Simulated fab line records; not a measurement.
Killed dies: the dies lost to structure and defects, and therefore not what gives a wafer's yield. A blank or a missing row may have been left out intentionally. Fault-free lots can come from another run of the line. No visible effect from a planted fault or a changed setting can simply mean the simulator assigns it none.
fab line records | flow n5Finfet
[record] lots = 7 wafers = 39
route steps=1938 shown BEOL_M15@1809 PASSIVATION@1930
startH: the number of hours between the record's first day and the start of the first shown wafer of the lot | waitH: hours since the lot's step before | " repeats the value in the row above | L1.1+2: a single row standing in for several wafers | - value missing, or start not given | * or withheld: withheld | < > ~ a bound
route shown NAME@n: names a module that has steps shown in the file, with the first one's number in the route | usual: average and standard deviation across the fault-free wafers | same: alike in all rows | chamber/n: place in a boat | sites: each site's reading | _std_site: standard deviation of those values | _edge_site: the outer-site mean with the inner-site mean subtracted | radiusMm: for every site, how far away it sits from the centre of the wafer | mask NAME#n: copy n | behind: the tool/chamber that last shaped the wafer | hold: what put the lot on hold/how long, in hours/how the hold closed | device: which transistor (n, p or np) failed to switch | end of line: the tests these same wafers got at the end of their route | a step with no rows: only its recipe | killed: at the first sort, the dies lost to defects and structure; wafer yield is something else | map: a wafer's dies, x killed, . not, _ none there
set.NAME: the run value of the setting; set.NAME@STEP: its run value at that earlier step | model.NAME: the simulator's own value behind a step, which no gauge read
lots with deliberately changed settings; one table per step, one row per wafer
[[steps]]
[step N5_BEOL_M15_TRENCH_ETCH_34]
[recipe] chemistry = C4F8/O2/Ar target = SiO2 targetDepthA = 8729.3 heInnerTorr = 15 heOuterTorr = 30 timeS = 199 ionEnergyEv = 800 pressureMtorr = 20 sourceW = 1905 biasW = 2040 Ar_flow_sccm = 400 C4F8_flow_sccm = 16 O2_flow_sccm = 12
// columns lot.wafer tool chamber startH waitH set.targetDepthA model.etch.depthNm model.coat_of_BEOL_M15_COAT_22.thkNm
L076.1 rieDiel-03 1 265.40 0.0 8729.3 869 541.6
L076.3 " 0 " " 8729.3 867.3 539.8
L076.6 " 3 " " 8729.3 893.3 536
L081.1 rieDiel-04 1 300.01 0.0 8729.3 852.5 549.2
L081.2 " 2 " " 3932 397.9 635.4
L081.3 " 0 " " 8729.3 877.2 536.6
L081.4 " 2 " " 8729.3 883.2 538.6
L081.5 " 1 " " 3932 383.5 642.6
L081.6 " 0 " " 3932 398.8 632
L089.1 rieDiel-04 3 351.04 0.0 8729.3 874.6 536.4
L089.2 " 0 " " 8729.3 881.3 536
L089.3 " 1 " " 13770 1331 454.6
L089.4 " 2 " " 13770 1380 438.4
L089.5 " 2 " " 8729.3 874.5 537.6
L089.6 " 1 " " 13770 1330 453.8
L091.1 rieDiel-05 2 356.13 0.0 6978 678.6 577.8
L091.2 " 3 " " 8729.3 850.1 545.6
L091.3 " 0 " " 6978 683.7 578
L091.4 " 1 " " 8729.3 821.4 555.2
L091.5 " 2 " " 8729.3 848.9 544.4
L091.6 " 1 " " 6978 662.1 588
L092.1 rieDiel-03 2 376.64 0.0 8729.3 885.1 538.2
L092.2 " 1 " " 8729.3 868.4 541.8
L092.3 " 3 " " 8729.3 898.5 535.8
L092.4 " 0 " " 8729.3 870 539.2
L092.5 " 2 " " 8729.3 891.4 537.8
L092.6 " 3 " " 8729.3 893.3 537.8
L095.1 rieDiel-03 2 378.44 0.0 8729.3 880.1 542.4
L095.2 " 3 " " 8729.3 891.1 537.6
L095.3 " 0 " " 8729.3 861.1 542.8
L095.4 " 1 " " 8729.3 852.2 544.8
L095.5 " 1 " " 8729.3 860.8 544
L095.6 " 0 " " 8729.3 865.4 542.6
L093.1 rieDiel-03 3 399.64 0.0 8729.3 886.4 541.4
L093.2 " 2 " " 8729.3 865.3 548.2
L093.3 " 0 " " 8729.3 861.7 547.4
L093.4 " 0 " " 8729.3 849.3 548.8
L093.5 " 3 " " 8729.3 891.9 540.8
L093.6 " 2 " " 8729.3 878.9 543.6
[step N5_BEOL_M15_STRIP_36]
[recipe] chemistry = O2 powerW = 600 tempC = 60 pressureMtorr = 30 rfFrequencyHz = 6e+07 biasPowerW = 0 overashFraction = 0.3 o2FlowSccm = 225
[step N5_BEOL_M15_ECD_47]
[recipe] material = Cu targetThkA = 18600
[step N5_BEOL_M15_ANNEAL_48]
[recipe] tempC = 225 timeS = 90 ambient = N2
[step N5_BEOL_M15_CMP_49]
[recipe] stopOn = SiO2 tOverpolishS = 4.9 downForcePsi = 2 platenRpm = 80 clearingPlatenDownForcePsi = 2 clearingPlatenRpm = 80 postCmpClean = cuAlkaline targetThkNm = 850 clearingPlatenPadVelocityMS = 1.5917 padVelocityMS = 1.5917
// columns lot.wafer tool chamber startH waitH set.targetDepthA@BEOL_M15_TRENCH_ETCH_34 model.Cu_of_BEOL_M15_ECD_47.thkNm
L076.1 cmp-03 1 270.43 0.3 8729.3 845
L076.3 " 2 " " 8729.3 842
L076.6 " 3 " " 8729.3 869.2
L081.1 cmp-03 2 303.05 0.3 8729.3 828.2
L081.2 " 3 " " 3932 374
L081.3 " 0 " " 8729.3 853.2
L081.4 " 1 " " 8729.3 860
L081.5 " 2 " " 3932 358.6
L081.6 " 3 " " 3932 374.8
L089.2 cmp-04 3 355.69 0.2 8729.3 856.4
L089.4 " 0 " " 13770 1358
L089.1+5 " 1,0 " " 8729.3 851
L089.3+6 " 2,3 " " 13770 1307
L091.1 cmp-03 1 360.17 0.3 6978 655.2
L091.4 " 2 " " 8729.3 799
L091.3 " 3 " " 6978 660.6
L091.2 " 0 " " 8729.3 827
L091.5 " 1 " " 8729.3 826.2
L091.6 " 2 " " 6978 638.8
L092.1 cmp-04 1 381.17 0.3 8729.3 862.2
L092.2 " 2 " " 8729.3 845
L092.4 " 3 " " 8729.3 848.8
L092.3 " 0 " " 8729.3 875.8
L092.5 " 1 " " 8729.3 868.6
L092.6 " 2 " " 8729.3 870.2
L095.3 cmp-04 2 381.44 0.2 8729.3 838.4
L095.4 " 3 " " 8729.3 828.8
L095.1 " 0 " " 8729.3 856.8
L095.2 " 1 " " 8729.3 867.4
L095.6 " 2 " " 8729.3 842.8
L095.5 " 3 " " 8729.3 838
L093.3 cmp-01 1 401.69 0.2 8729.3 838.2
L093.2 " 2 " " 8729.3 840.6
L093.1 " 3 " " 8729.3 864.4
L093.4 " 0 " " 8729.3 825.8
L093.5 " 1 " " 8729.3 868.8
L093.6 " 2 " " 8729.3 854
[step N5_BEOL_M15_THK_MEAS_50]
[recipe] thkMeasGauge = xrf reads = Cu_of_BEOL_M15_ECD_47
[usual] M15_THK = 848/19
// columns lot.wafer tool chamber startH waitH set.targetDepthA@BEOL_M15_TRENCH_ETCH_34 M15_THK[nm]
L076.1 filmMetro-01 - 270.65 - 8729.3 829
L076.3 " - " " 8729.3 825
L076.6 " - " " 8729.3 852
L081.1 filmMetro-02 - 303.34 - 8729.3 838
L081.2 " - " " 3932 377
L081.3 " - " " 8729.3 853
L081.4 " - " " 8729.3 861
L081.5 " - " " 3932 360
L081.6 " - " " 3932 377
L089.1 filmMetro-01 - 355.99 - 8729.3 846
L089.2 " - " " 8729.3 851
L089.3 " - " " 13770 1301
L089.4 " - " " 13770 1348
L089.5 " - " " 8729.3 845
L089.6 " - " " 13770 1294
L091.1 filmMetro-02 - 360.47 - 6978 660
L091.2 " - " " 8729.3 832
L091.3 " - " " 6978 665
L091.4 " - " " 8729.3 800
L091.5 " - " " 8729.3 832
L091.6 " - " " 6978 639
L092.1 filmMetro-01 - 381.46 - 8729.3 862
L092.2 " - " " 8729.3 847
L092.3 " - " " 8729.3 876
L092.4 " - " " 8729.3 848
L092.5 " - " " 8729.3 871
L092.6 " - " " 8729.3 874
L095.1 filmMetro-01 - 381.73 - 8729.3 851
L095.2 " - " " 8729.3 862
L095.3 " - " " 8729.3 831
L095.4 " - " " 8729.3 820
L095.5 " - " " 8729.3 831
L095.6 " - " " 8729.3 837
L093.1 filmMetro-01 - 401.98 - 8729.3 853
L093.2 " - " " 8729.3 834
L093.3 " - " " 8729.3 831
L093.4 " - " " 8729.3 819
L093.5 " - " " 8729.3 860
L093.6 " - " " 8729.3 845
[step N5_BEOL_M15_PRE_CLEAN_52]
[recipe] gas = NH3 timeS = 15 tempC = withheld rfPowerW = 300
[step N5_BEOL_M15_DEP_53]
[recipe] material = SiCN targetThkA = 500 tempC = withheld precursor = 3MS/NH3 pressureTorr = 3 rfW = 675 timeS = 17.8
[step N5_BEOL_M15_RS_MEAS_54]
[recipe] thkMeasGauge = four-point-probe reads = Cu_of_BEOL_M15_ECD_47+Ta_of_BEOL_M15_SPUTTER_44+TaN_of_BEOL_M15_SPUTTER_43
[usual] M15_RS = 0.0217/0.00048
// columns lot.wafer tool chamber startH waitH set.targetDepthA@BEOL_M15_TRENCH_ETCH_34 M15_RS[ohm/sq]
L076.1 filmMetro-02 - 270.78 0.0 8729.3 0.0217
L076.3 " - " " 8729.3 0.0218
L076.6 " - " " 8729.3 0.0211
L081.1 filmMetro-02 - 303.47 0.0 8729.3 0.0222
L081.2 " - " " 3932 0.0501
L081.3 " - " " 8729.3 0.0215
L081.4 " - " " 8729.3 0.0213
L081.5 " - " " 3932 0.0523
L081.6 " - " " 3932 0.0500
L089.1 filmMetro-01 - 356.12 0.0 8729.3 0.0216
L089.2 " - " " 8729.3 0.0214
L089.3 " - " " 13770 0.0140
L089.4 " - " " 13770 0.0135
L089.5 " - " " 8729.3 0.0216
L089.6 " - " " 13770 0.0140
L091.1 filmMetro-01 - 360.59 0.0 6978 0.0282
L091.2 " - " " 8729.3 0.0222
L091.3 " - " " 6978 0.0279
L091.4 " - " " 8729.3 0.0230
L091.5 " - " " 8729.3 0.0223
L091.6 " - " " 6978 0.0289
L092.1 filmMetro-01 - 381.59 0.0 8729.3 0.0213
L092.2 " - " " 8729.3 0.0217
L092.3 " - " " 8729.3 0.0209
L092.4 " - " " 8729.3 0.0216
L092.5 " - " " 8729.3 0.0211
L092.6 " - " " 8729.3 0.0211
L095.1 filmMetro-01 - 381.86 0.0 8729.3 0.0214
L095.2 " - " " 8729.3 0.0211
L095.3 " - " " 8729.3 0.0219
L095.4 " - " " 8729.3 0.0222
L095.5 " - " " 8729.3 0.0219
L095.6 " - " " 8729.3 0.0218
L093.1 filmMetro-02 - 402.11 0.0 8729.3 0.0212
L093.2 " - " " 8729.3 0.0218
L093.3 " - " " 8729.3 0.0219
L093.4 " - " " 8729.3 0.0222
L093.5 " - " " 8729.3 0.0211
L093.6 " - " " 8729.3 0.0215
[step N5_PASSIVATION_ETCH_54]
[recipe] chemistry = CHF3/O2 target = SiO2 targetDepthA = 8800 CHF3_flow_sccm = 50 O2_flow_sccm = 5 Ar_flow_sccm = 200 timeS = 440 maskMaterial = PR pressureMtorr = 30 sourceW = 650 biasW = 170 ionEnergyEv = 200
// columns lot.wafer tool chamber startH waitH set.timeS model.PASSIVATION.featureDepthNm model.etch.depthNm
L076.1 rieDiel-02 0 285.12 0.1 440 849.8 849.9
L076.3 " 2 " " 440 865.4 865.3
L076.6 " 3 " " 440 862.4 862.5
L081.1 rieDiel-01 1 313.86 0.1 574.8 1160 1160
L081.2 " 0 " " 440 845.4 845.4
L081.3 " 2 " " 574.8 1159 1159
L081.4 " 3 " " 440 895 895.1
L081.5 " 2 " " 574.8 1164 1164
L081.6 " 3 " " 440 898.4 898.3
L089.1 rieDiel-01 0 369.10 0.1 440 838.4 838.4
L089.2 " 3 " " 440 879.2 879.3
L089.3 " 2 " " 440 875 875
L089.4 " 1 " " 440 871.4 871.4
L089.5 " 0 " " 440 831 831
L089.6 " 1 " " 440 874.2 874.3
L091.1 rieDiel-02 1 373.11 0.1 440 861.4 861.3
L091.2 " 2 " " 238.7 472 472
L091.3 " 3 " " 440 905.6 905.6
L091.4 " 0 " " 238.7 490.8 490.7
L091.5 " 2 " " 440 879 878.9
L091.6 " 1 " " 238.7 466.4 466.4
L092.1 rieDiel-02 2 393.07 0.1 203.9 406.6 406.7
L092.2 " 1 " " 440 873 873
L092.3 " 0 " " 440 897.8 897.9
L092.4 " 3 " " 203.9 416.2 416.1
L092.5 " 1 " " 440 862 862
L092.6 " 0 " " 203.9 417.2 417.3
L095.1 rieDiel-06 2 394.48 0.1 177.7 348 348.1
L095.2 " 0 " " 177.7 351.2 351.1
L095.3 " 3 " " 440 878.4 878.4
L095.4 " 1 " " 440 848 848
L095.5 " 3 " " 440 875.2 875.1
L095.6 " 2 " " 177.7 347.8 347.9
L093.1 rieDiel-06 3 415.34 0.1 440 885.8 885.8
L093.2 " 1 " " 440 850.4 850.4
L093.3 " 2 " " 440 865.8 865.9
L093.4 " 0 " " 440 871.2 871.1
L093.5 " 2 " " 440 869.4 869.4
L093.6 " 3 " " 440 881.8 881.9
[[key]]
[split] step = N5_BEOL_M15_TRENCH_ETCH_34 setting = targetDepthA stated = 8729.3 by = wafer
[response] step = N5_BEOL_M15_TRENCH_ETCH_34 reading = model.etch.depthNm change = +8.39 per = 1% r = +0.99
[response] step = N5_BEOL_M15_TRENCH_ETCH_34 reading = model.coat_of_BEOL_M15_COAT_22.thkNm change = -1.62 per = 1% r = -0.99
[response] step = N5_BEOL_M15_CMP_49 reading = model.Cu_of_BEOL_M15_ECD_47.thkNm change = +8.41 per = 1% r = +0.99
[response] step = N5_BEOL_M15_THK_MEAS_50 reading = M15_THK change = +8.38 per = 1% r = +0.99
[response] step = N5_BEOL_M15_RS_MEAS_54 reading = M15_RS change = -0.00032 per = 1% r = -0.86
[split] step = N5_PASSIVATION_ETCH_54 setting = timeS stated = 440 by = wafer
[response] step = N5_PASSIVATION_ETCH_54 reading = model.PASSIVATION.featureDepthNm change = +8.77 per = 1% r = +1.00
[response] step = N5_PASSIVATION_ETCH_54 reading = model.etch.depthNm change = +8.77 per = 1% r = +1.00
